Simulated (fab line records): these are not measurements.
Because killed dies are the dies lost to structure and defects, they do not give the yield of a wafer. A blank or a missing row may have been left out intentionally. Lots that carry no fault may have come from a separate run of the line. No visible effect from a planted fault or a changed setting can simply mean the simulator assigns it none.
Which tool was responsible? ; flow n5_finfet ; 10 lots with 30 wafers sampled at 5 steps, on a route of 1938 steps

## WHAT THE GAUGES SHOWED, per wafer
N5_BEOL_M4_RC_MEAS_101. Usual: DIBL_N 35.7 mV/V, standard deviation 1.3; DIBL_P 35.4 mV/V, standard deviation 1.8; IOFF_N 0.152 nA/um, standard deviation 0.027; IOFF_P 0.20 nA/um, standard deviation 0.034; ION_N 672 uA/um, standard deviation 9.8; ION_P 461 uA/um, standard deviation 7.5; SS_N 71.4 mV/dec, standard deviation 0.55; SS_P 73.1 mV/dec, standard deviation 0.61; VT_N 251 mV, standard deviation 3.3; VT_P -251 mV, standard deviation 3.6.
lot;measured;on;DIBL_N (mV/V);DIBL_P (mV/V);IOFF_N (nA/um);IOFF_P (nA/um);ION_N (uA/um);ION_P (uA/um);SS_N (mV/dec);SS_P (mV/dec);VT_N (mV);VT_P (mV);flag
L459;day 7 18:44;prober-02;37.2 35.0 35.2;39.2 38.2 36.6;0.199 0.160 0.161;0.27 0.24 0.22;681 672 684;469 465 467;72.2 71.1 71.0;74.2 73.9 73.7;247 248 248;-244 -246 -247;
L460;day 7 23:58;prober-01;34.0 35.2 34.4;32.5 34.1 34.2;0.114 0.133 0.126;0.16 0.18 0.18;661 670 659;457 464 452;70.3 70.6 71.3;72.7 73.5 73.0;255 253 255;-255 -251 -250;
L461;day 8 11:07;prober-01;38.6 34.7 34.8;38.5 32.9 34.2;0.217 0.139 0.144;0.30 0.21 0.22;674 671 673;468 463 460;72.4 71.0 71.6;74.4 72.9 73.5;248 251 251;-244 -249 -248;
L462;day 8 13:11;prober-02;34.3 34.6 33.5;36.0 34.9 35.0;0.149 0.144 0.146;0.18 0.17 0.17;676 664 670;457 455 459;70.9 71.6 70.7;72.8 72.0 73.0;252 254 251;-255 -253 -252;
L463;day 8 23:14;prober-01;35.8 36.4 36.6;36.2 37.6 37.3;0.162 0.186 0.188;0.18 0.19 0.19;676 688 673;452 469 453;71.3 71.3 72.3;73.1 73.7 73.8;253 246 251;-258 -252 -253;
L464;day 9 02:27;prober-02;35.6 38.0 37.0;36.1 39.5 37.8;0.174 0.237 0.203;0.24 0.32 0.27;679 694 691;472 484 481;71.7 72.4 71.8;73.4 73.6 73.5;247 243 243;-243 -242 -243;
L466;day 9 17:50;prober-02;36.0 35.9 35.6;36.9 36.5 35.6;0.162 0.157 0.153;0.21 0.20 0.20;676 682 674;465 459 462;72.1 71.7 71.3;73.2 72.6 73.1;247 248 248;-251 -250 -250;
L468;day 10 03:15;prober-02;36.5 37.6 37.4;34.9 35.7 36.3;0.147 0.154 0.156;0.19 0.21 0.21;671 669 675;458 459 458;72.1 71.6 72.1;73.5 73.0 73.0;251 250 253;-248 -251 -249;
L472;day 11 02:07;prober-02;36.3;36.0;0.146;0.19;661;452;71.7;73.2;253;-254;

N5_PASSIVATION_CD_MEAS_44: target cd 40000 nm. Usual: 40001 nm for cd_nm, sd 3.1.
lot;measured;on;cd_nm (nm);flag
L459;day 12 06:26;cd_sem-01;40003 40000 39999;
L460;day 12 14:24;cd_sem-02;40000 40001 39996;
L461;day 13 08:26;cd_sem-02;40003 40002 39997;
L462;day 13 05:51;cd_sem-01;40003 39999 40005;
L463;day 13 06:14;cd_sem-01;40000 40002 39997;
L464;day 13 13:07;cd_sem-03;39995 39997 40000;
L466;day 13 14:40;cd_sem-03;40000 39997 39997;
L468;day 13 20:51;cd_sem-02;40002 40004 40002;
L472;day 15 11:16;cd_sem-01;39997;

## WHICH TOOL RAN EACH LOT (tool, then ch and the chambers of the sampled wafers, then the start)
lot;N5_BEOL_M4_EXPOSE_08;N5_PASSIVATION_SPUTTER_20;N5_PASSIVATION_STRIP_34
L459;euv_scanner-01 ch 0, day 7 09:44;pvd_sputter-03, day 12 04:00;rie_diel-01 ch 0,2,3, day 12 05:17
L460;euv_scanner-01 ch 0, day 7 15:23;pvd_sputter-01, day 12 11:50;rie_diel-05 ch 1,2, day 12 13:14
L461;euv_scanner-02 ch 0, day 7 23:47;pvd_sputter-01, day 13 05:59;rie_diel-01 ch 0,1,3, day 13 07:16
L462;euv_scanner-02 ch 0, day 8 03:46;pvd_sputter-02, day 13 03:23;rie_diel-06 ch 1,3, day 13 04:41
L463;euv_scanner-01 ch 0, day 8 14:56;pvd_sputter-02, day 13 03:55;rie_diel-05 ch 1,3, day 13 05:11
L464;euv_scanner-01 ch 0, day 8 15:33;pvd_sputter-03, day 13 10:38;rie_diel-05 ch 1,3, day 13 11:54
L466;euv_scanner-01 ch 0, day 9 08:00;pvd_sputter-01, day 13 12:10;rie_diel-06 ch 0,1,3, day 13 13:38
L468;euv_scanner-01 ch 0, day 9 17:01;pvd_sputter-03, day 13 18:25;rie_diel-06 ch 0,1,3, day 13 19:41
L471;euv_scanner-01 ch 0, day 10 14:34;-;-
L472;euv_scanner-01 ch 0, day 10 17:49;pvd_sputter-02, day 15 08:53;rie_diel-06 ch 0, day 15 10:07
- N5_BEOL_M4_EXPOSE_08: exposes mask M4.
- N5_PASSIVATION_SPUTTER_20: material TaN, target thk 50 nm.
- N5_PASSIVATION_STRIP_34: strips in O2.

## WHAT THE TOOLS THEMSELVES READ (means of the sampled wafers that have a number; where no wafer has one, the mark that the record gives instead)
N5_PASSIVATION_SPUTTER_20. Usual: 29.9 % for throttle_valve_pct, sd 0.73.
lot;tool;throttle_valve_pct (%);flag
L459;pvd_sputter-03;29.1;
L460;pvd_sputter-01;30.6;
L461;pvd_sputter-01;30.2;
L462;pvd_sputter-02;30.0;
L463;pvd_sputter-02;30.2;
L464;pvd_sputter-03;29.8;
L466;pvd_sputter-01;30.2;
L468;pvd_sputter-03;29.6;
L472;pvd_sputter-02;29.1;

N5_PASSIVATION_STRIP_34. Usual: drypump_motor_current_A 5.6 A, standard deviation 0.46; oes_product_au 0.82 a.u., standard deviation 0.066; rf_vpp_V 3.6 V, standard deviation 1.6; showerhead_plenum_p_Torr 2.10 Torr, standard deviation 0.08; throttle_valve_pct 16.66 %, standard deviation 0.18.
lot;tool;drypump_motor_current_A (A);oes_product_au (a.u.);rf_vpp_V (V);showerhead_plenum_p_Torr (Torr);throttle_valve_pct (%);flag
L459;rie_diel-01;5.6;0.84;4.2;2.03;16.56;
L460;rie_diel-05;5.8;0.82;4.2;2.05;16.70;
L461;rie_diel-01;5.7;0.90;3.0;2.04;16.48;
L462;rie_diel-06;6.1;0.85;4.0;2.20;16.76;
L463;rie_diel-05;5.4;0.83;4.1;2.18;16.51;
L464;rie_diel-05;5.4;0.83;2.8;2.18;16.52;
L466;rie_diel-06;5.6;0.83;3.0;2.19;16.80;
L468;rie_diel-06;5.6;0.84;2.1;2.19;16.81;
L472;rie_diel-06;4.8;0.78;3.0;2.20;16.91;

## THE ANSWER, worked out from the rows above alone
Rule: a lot is off if the mean of its wafers that have a number lies more than 3 standard deviations from the usual mean. Also off: a lot with no number at a reading for which 4 or more lots have one. Any other lot the step has rows for is counted as sound. Order of review: gauges by route order, followed by the tools' own readings, for which a lot's mean as printed above is used. The first step at which some lot is off is used, and at that step the reading that is off furthest; a lot without a number counts as furthest.
Across all readings shown, no lot is off: no conclusion can be drawn from this.

## WHAT THE SIMULATOR HAD INSERTED
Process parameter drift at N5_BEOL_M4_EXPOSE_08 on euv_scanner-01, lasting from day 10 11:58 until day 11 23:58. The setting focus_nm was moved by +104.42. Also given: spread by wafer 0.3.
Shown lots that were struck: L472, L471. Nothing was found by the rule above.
